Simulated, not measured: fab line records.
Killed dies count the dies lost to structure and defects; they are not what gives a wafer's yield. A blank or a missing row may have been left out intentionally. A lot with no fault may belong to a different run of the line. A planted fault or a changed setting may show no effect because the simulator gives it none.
Code-filled problem report in 8D (eight disciplines) form ; flow n5 finfet ; the parts of the form that need people (team, actions taken, sign-off) are left out

== 1. THE ISSUE ==
Mean of cd nm at N5_FIN_SAQP_CD_MEAS_16: 38.3 nm across 6 wafers in 2 lots; on wafers with no fault it is 35.6 nm (standard deviation 0.34). That is +8.0 standard deviations from the usual mean.
The step: target cd 35.6 nm.
First seen on wafer L674.1, day 4 04:13, on cd sem-01. Wafers with a number at this step in the record: 30, from 10 lots. By rule, "out" or "out of limits" means more than 4 standard deviations away from the usual mean. The other wafers with a number count as sound.

== 2. WHAT IT IS, AND WHAT IT ISN'T ==
question;is;is not
which readings at this step;cd nm;-
which lots;L674, L675;L666, L667, L670, L671, L672, L684, L687, L688
which wafers of those lots;all that have a number;-
read on which gauges;cd sem-01, cd sem-02;cd sem-03
when;from day 4 04:13;"up to then (15 sound wafers); but 9 sound wafers of L684, L687, L688 came after"

== 3. WHAT RULES OUT EACH SUSPECT ==
Counting: a tool stays on the suspect list if, at a process step up to the reading, it processed all lots that are out and no sound lot following the first of them.
- the gauge at N5_FIN_SAQP_CD_MEAS_16 has been ruled out. 2 gauges (cd sem-01, cd sem-02) read the wafers that are out.
- litho track-03 at N5_FIN_SAQP_PEB_14 (peb time 60 s): kept. All lots that are out passed through it, beginning with L674 at day 4 04:08, and no sound lot followed; its final sound lot before that point was L670 at day 3 04:11.
After counting, what remains is litho track-03 at N5_FIN_SAQP_PEB_14.

== 4. THE CAUSE (what the simulator had put in) ==
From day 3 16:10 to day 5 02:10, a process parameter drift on litho track-03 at N5_FIN_SAQP_PEB_14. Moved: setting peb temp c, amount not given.
Counting left only this tool.

== 5. THE EFFECT CHAIN, in route order ==
One row per reading whose mean, taken over the struck wafers that have a number, lies over 3 standard deviations from the usual. Only readings for which the record gives a usual standard deviation are gone through. hours: the time from each lot's start at the first step in this table that gives one to its start at this step, as a median over the lots. sigmas: the change in usual standard deviations.
hours;step;reading;usual;on struck wafers;change;sigmas
0;N5_FIN_SAQP_CD_MEAS_16;cd nm;35.6 nm;38.3;+2.7;+8.0
At these later measuring or inspecting steps, every struck wafer for which the step has a row has a number for every such reading, and none has moved that far: N5_BEOL_M4_RC_MEAS_101.

== 6. HOW IT WOULD HAVE BEEN CAUGHT EARLIER ==
12 hours passed between the start of the fault at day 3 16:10 and the first reading out of limits at a measuring or inspecting step in this record, taken at day 4 04:13.
Among the 2 lots that are out, L675 began N5_FIN_SAQP_PEB_14 on litho track-03 after day 4 04:13. A hold on the tool at that time would have spared it.
